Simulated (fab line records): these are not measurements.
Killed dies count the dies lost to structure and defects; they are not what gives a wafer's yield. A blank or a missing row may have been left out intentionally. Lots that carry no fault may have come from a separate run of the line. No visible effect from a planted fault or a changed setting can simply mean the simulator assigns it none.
Chamber matching :: flow nandHarc :: NHARC_A_CONTACT_DESCUM_47 on rieDiel-08 has 4 sister chambers
The step chemistry O2, time 3 s. 4 wafers are shown with their chamber, then 7 later ones without.

## EACH WAFER AND ITS CHAMBER
wafer: L088.1
chamber: 0
drypumpMotorCurrentA (A): 5.36

wafer: L088.4
chamber: 3
drypumpMotorCurrentA (A): 5.83

wafer: L087.1
chamber: 1
drypumpMotorCurrentA (A): 5.60

wafer: L087.4
chamber: 2
drypumpMotorCurrentA (A): 5.59

## WAFERS WHOSE CHAMBER IS MISSING
wafer: L087.6
drypumpMotorCurrentA (A): 5.36

wafer: L093.2
drypumpMotorCurrentA (A): 5.36

wafer: L093.4
drypumpMotorCurrentA (A): 5.58

wafer: L093.5
drypumpMotorCurrentA (A): 5.56

wafer: L096.1
drypumpMotorCurrentA (A): 5.58

wafer: L096.3
drypumpMotorCurrentA (A): 5.34

wafer: L096.6
drypumpMotorCurrentA (A): 5.61

## WHICH CHAMBER EACH ONE RAN IN
wafer: L087.6
from the rows above: 0
in truth: 0

wafer: L093.2
from the rows above: 0
in truth: 0

wafer: L093.4
from the rows above: can't be placed: 2 or 1
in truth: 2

wafer: L093.5
from the rows above: can't be placed: 2 or 1
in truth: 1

wafer: L096.1
from the rows above: can't be placed: 2 or 1
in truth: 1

wafer: L096.3
from the rows above: 0
in truth: 0

wafer: L096.6
from the rows above: can't be placed: 1 or 2
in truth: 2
3 of 7 placed correctly. Cannot be placed on the basis of these rows: 4; the candidates contain the true chamber in 4. 0 placed wrongly.
How it was worked out, from the rows above alone: a wafer's distance from a chamber is the root of the sum, over the readings, of the square of ((its reading less the chamber's mean) divided by the reading's scatter). The wafer belongs to the nearest chamber; if the next one is less than 2 further off, it can't be placed. The mean given for a chamber averages the wafers shown for that chamber. The scatter (one wafer shown for each chamber): square how far every hidden wafer sits from the nearest shown wafer, average those squares and take the square root.
